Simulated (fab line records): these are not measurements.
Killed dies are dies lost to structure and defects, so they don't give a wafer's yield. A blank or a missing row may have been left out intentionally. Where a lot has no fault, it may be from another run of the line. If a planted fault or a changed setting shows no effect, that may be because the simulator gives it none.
Matching of chambers    flow nand_harc    NHARC_A_WL_FILL_ALD_00 on ald_hk-02: 4 sister chambers
The step deposits Al2O3, target thk 3 nm, pulse time 3 s, ald cycles 30. 14 wafers are shown with their chamber, then 7 later ones without.

## WAFERS PAIRED WITH THEIR CHAMBERS
wafer   chamber  heater_power_w (W)  heater_power_outer_w (W)  susceptor_temp_C (C)
L726.2  1        389                 214                       300.00
L726.3  2        426                 260                       300.12
L726.6  2        441                 260                       300.21
L724.2  1        386                 212                       300.00
L724.4  3        475                 242                       300.13
L724.6  2        436                 253                       299.95
L729.3  3        479                 248                       299.95
L729.4  0        493                 283                       299.76
L729.5  3        470                 250                       300.05
L739.1  1        390                 207                       299.69
L739.2  2        448                 255                       299.97
L739.6  2        439                 254                       300.00
L741.2  2        428                 260                       299.99
L741.3  3        483                 251                       300.25

SIGNATURES (averages over the wafers above)
reading               chamber 0  chamber 1  chamber 2  chamber 3  scatter within a chamber
heater_power_w        493.00     388.33     436.33     476.75     6.65
heater_power_outer_w  283.00     211.00     257.00     247.75     3.62
susceptor_temp_C      299.7600   299.8967   300.0400   300.0950   0.128
Rule: distance of a wafer from a chamber = root of the sum over the readings of ((wafer's reading minus chamber's mean) / reading's scatter) squared. If the next closest chamber is less than 2 further off than the closest, the wafer can't be placed; otherwise it belongs to the closest. The scatter: the root of (the sum of the squares of (reading less its chamber's mean) over the shown wafers, divided by (wafers less chambers)).

## WAFERS WITHOUT THEIR CHAMBER
wafer   heater_power_w (W)  heater_power_outer_w (W)  susceptor_temp_C (C)
L741.6  441                 259                       299.86
L746.3  475                 247                       300.20
L746.5  398                 210                       300.21
L746.6  498                 286                       299.90
L747.2  466                 242                       300.17
L747.5  478                 281                       300.08
L747.6  471                 245                       300.39

## WHICH CHAMBER EACH ONE RAN IN
wafer   from the rows above  in truth
L741.6  2                    2
L746.3  3                    3
L746.5  1                    1
L746.6  0                    0
L747.2  3                    3
L747.5  0                    0
L747.6  3                    3
Placed correctly: 7 of 7. Can't be placed from these rows: 0. Placed wrongly: 0.
